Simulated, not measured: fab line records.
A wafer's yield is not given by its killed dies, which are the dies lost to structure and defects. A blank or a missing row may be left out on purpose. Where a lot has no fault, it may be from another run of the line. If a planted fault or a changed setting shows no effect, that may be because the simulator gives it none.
Which tool is to blame? :: flow nand-harc :: Sampling: 6 lots, 17 wafers, 4 of 1159 route steps

WHAT THE GAUGES SHOWED, per wafer
NHARC_P_M2_INSPECT_27.
lot: L314
measured: day 6 18:59
on: defect-inspect-01
raw-defect-count: 336 256 302

lot: L315
measured: day 6 23:48
on: defect-inspect-02
raw-defect-count: 314 289 369

lot: L318
measured: day 7 19:46
on: defect-inspect-02
raw-defect-count: 218 221 290

lot: L325
measured: day 9 09:34
on: defect-inspect-01
raw-defect-count: 267 272 200

lot: L327
measured: day 10 06:17
on: defect-inspect-01
raw-defect-count: 566 227

lot: L335
measured: day 11 22:26
on: defect-inspect-01
raw-defect-count: 247 220 161

WHICH TOOL RAN EACH LOT (tool, then ch and the chambers of the sampled wafers, then the start)
lot: L314
NHARC_P_M2_PVD_20: pvd-sputter-01, day 6 17:50 or earlier
NHARC_P_M2_ECD_22: ecd-cu-02 ch 0,1, day 6 17:50
NHARC_P_M2_CMP_23: cmp-01 ch 0,1, day 6 18:31

lot: L315
NHARC_P_M2_PVD_20: pvd-sputter-01, day 6 22:34 or earlier
NHARC_P_M2_ECD_22: ecd-cu-01 ch 0,1, day 6 22:34
NHARC_P_M2_CMP_23: cmp-01 ch 0,1,2, day 6 23:20

lot: L318
NHARC_P_M2_PVD_20: pvd-sputter-03, day 7 18:34 or earlier
NHARC_P_M2_ECD_22: ecd-cu-01 ch 0,1, day 7 18:34
NHARC_P_M2_CMP_23: cmp-03 ch 0,3, day 7 19:17

lot: L325
NHARC_P_M2_PVD_20: pvd-sputter-01, day 9 08:24 or earlier
NHARC_P_M2_ECD_22: ecd-cu-02 ch 0, day 9 08:24
NHARC_P_M2_CMP_23: cmp-03 ch 0,1, day 9 09:05

lot: L327
NHARC_P_M2_PVD_20: pvd-sputter-03, day 10 05:17 or earlier
NHARC_P_M2_ECD_22: ecd-cu-01 ch 0,1, day 10 05:17
NHARC_P_M2_CMP_23: cmp-02 ch 1,2, day 10 05:55

lot: L335
NHARC_P_M2_PVD_20: pvd-sputter-02, day 11 21:15 or earlier
NHARC_P_M2_ECD_22: ecd-cu-02 ch 0,1, day 11 21:15
NHARC_P_M2_CMP_23: cmp-01 ch 0,2,3, day 11 22:02
- NHARC_P_M2_PVD_20: deposits TaN, target thk 5 nm, time 8.06 s.
- NHARC_P_M2_ECD_22: material Cu, target thk 400 nm.
- NHARC_P_M2_CMP_23: polishes, t overpolish 20 s, target thk 144.3 nm.

THE ANSWER, worked out from the rows above alone
Rule: the lots themselves supply what counts as usual. The widest of any qualifying gaps counts: lots, ordered by their means at a reading, are off when they make up no more than a third of the lots, leave a main group of 4 or more, and stand apart from it by 3 or more times the standard deviation of that group's means. Not used: any main group whose means are identical at the precision the tables above print for the reading. Also off: a lot with no number at a reading for which 4 or more lots have one. Any other lot the step has rows for is counted as sound.
Nothing can be told from this: no lot is off at any reading shown.

WHAT THE SIMULATOR HAD INSERTED
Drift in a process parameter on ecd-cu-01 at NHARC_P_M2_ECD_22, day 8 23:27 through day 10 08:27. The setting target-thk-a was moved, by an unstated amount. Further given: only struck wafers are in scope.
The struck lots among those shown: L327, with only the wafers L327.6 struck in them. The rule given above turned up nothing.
